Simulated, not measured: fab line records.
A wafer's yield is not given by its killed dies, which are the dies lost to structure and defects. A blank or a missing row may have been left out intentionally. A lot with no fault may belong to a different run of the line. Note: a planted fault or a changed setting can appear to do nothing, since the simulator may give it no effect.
Which tool is to blame? ; flow n5-finfet ; Sampling: 10 lots, 29 wafers, 6 of 1938 route steps

## WHAT EACH GAUGE READ, for each wafer
N5_BEOL_M4_RC_MEAS_101.
lot;measured;on;DIBL_N (mV/V)
L764;day 8 22:56;prober-02;38.7 35.8 34.1
L762;day 9 01:41;prober-02;37.2 34.4 36.1
L761;day 9 21:03;prober-02;37.9 38.6 38.9
L767;day 9 19:16;prober-02;36.6 37.9 38.8
L769;day 10 03:49;prober-01;37.7 37.6 34.5
L771;day 10 19:43;prober-02;35.7 38.2 34.0
L770;day 10 19:17;prober-01;35.6 38.3 34.8
L772;day 11 00:59;prober-01;38.3 37.0 35.7
L780;day 13 19:06;prober-02;37.3 38.2
L783;day 14 10:52;prober-02;39.5 40.7 37.4

## TOOL THAT RAN EACH LOT (tool first, then ch and the chambers of the sampled wafers, then the start)
lot;N5_BEOL_M3_SPUTTER_92;N5_BEOL_M3_ECD_50;N5_BEOL_M3_CMP_52;N5_BEOL_M3_PRE_CLEAN_60;N5_BEOL_M3_DEP_57
L764;pvd-sputter-01, day 8 10:24;ecd-cu-01 ch 0,1, day 8 10:57;cmp-04 ch 1,2,3, day 8 11:22;cvd-co-02 ch 0,1, day 8 11:40;pecvd-03 ch 0,2, day 8 11:50
L762;pvd-sputter-01, day 8 12:14;ecd-cu-02 ch 1, day 8 12:47;cmp-04 ch 0,2, day 8 13:10;cvd-co-01 ch 0,1, day 8 13:30;pecvd-03 ch 0,1, day 8 13:40
L761;pvd-sputter-01, day 9 00:29;ecd-cu-02 ch 0,1, day 9 01:03;cmp-02 ch 0,1,3, day 9 01:32;cvd-co-02 ch 0,1,2, day 9 01:49;pecvd-04 ch 0,1, day 9 01:58
L767;pvd-sputter-01, day 9 08:08;ecd-cu-02 ch 0,1, day 9 08:41;cmp-01 ch 0,1,2, day 9 09:06;cvd-co-01 ch 0,1,2, day 9 09:23;pecvd-02 ch 0,1,2, day 9 09:33
L769;pvd-sputter-01, day 9 14:22;ecd-cu-01 ch 0,1, day 9 14:55;cmp-04 ch 0,1,3, day 9 15:20;cvd-co-01 ch 1,2, day 9 15:43;pecvd-04 ch 1,2, day 9 15:53
L771;pvd-sputter-03, day 9 22:53;ecd-cu-02 ch 0,1, day 9 23:27;cmp-02 ch 1,3, day 9 23:53;cvd-co-02 ch 0,1,2, day 10 00:11;pecvd-03 ch 0,1, day 10 00:23
L770;pvd-sputter-01, day 10 00:17;ecd-cu-02 ch 0,1, day 10 00:50;cmp-01 ch 1,2,3, day 10 01:13;cvd-co-01 ch 0,1,2, day 10 01:32;pecvd-03 ch 0,1, day 10 01:43
L772;pvd-sputter-03, day 10 03:55;ecd-cu-01 ch 0, day 10 04:28;cmp-04 ch 2,3, day 10 04:50;cvd-co-02 ch 0,2, day 10 05:10;pecvd-02 ch 0,1,2, day 10 05:20
L780;pvd-sputter-03, day 13 01:45;ecd-cu-01 ch 0,1, day 13 02:19;cmp-04 ch 1,2, day 13 03:06;cvd-co-02 ch 0,1, day 13 03:26;pecvd-02 ch 1,2, day 13 03:36
L783;pvd-sputter-03, day 13 21:07;ecd-cu-02 ch 0,1, day 13 21:41;cmp-01 ch 0,1,2, day 13 22:05;cvd-co-01 ch 0,1,2, day 13 22:23;pecvd-02 ch 1,2, day 13 22:32
- N5_BEOL_M3_SPUTTER_92: material Cu, target thk 4.5 nm, time 8.29 s.
- N5_BEOL_M3_ECD_50: material Cu, target thk 300 nm.
- N5_BEOL_M3_CMP_52: polishes, stops on SiOC, t overpolish 6.8 s, target thk 40 nm.
- N5_BEOL_M3_PRE_CLEAN_60: time 15 s.
- N5_BEOL_M3_DEP_57: deposits SiCN from 3MS/NH3, target thk 8 nm, time 14 s.

## THE ANSWER, worked out from the rows above alone
Rule: usual is defined by the lots themselves. Put in order of their means at a reading, lots are off if they are a third of the lots or fewer, leave a main group of 4 or more, and stand apart from it by a gap of 3 or more times the standard deviation of the main group's means; of several such gaps the widest counts. Not used: any main group whose means are identical at the precision the tables above print for the reading. A lot without any number at a reading at which 4 lots or more have one is off too. Where the step has rows for the other lots, those lots are counted as sound.
Nothing can be told from this: no lot is off at any reading shown.

## WHAT THE SIMULATOR PUT IN
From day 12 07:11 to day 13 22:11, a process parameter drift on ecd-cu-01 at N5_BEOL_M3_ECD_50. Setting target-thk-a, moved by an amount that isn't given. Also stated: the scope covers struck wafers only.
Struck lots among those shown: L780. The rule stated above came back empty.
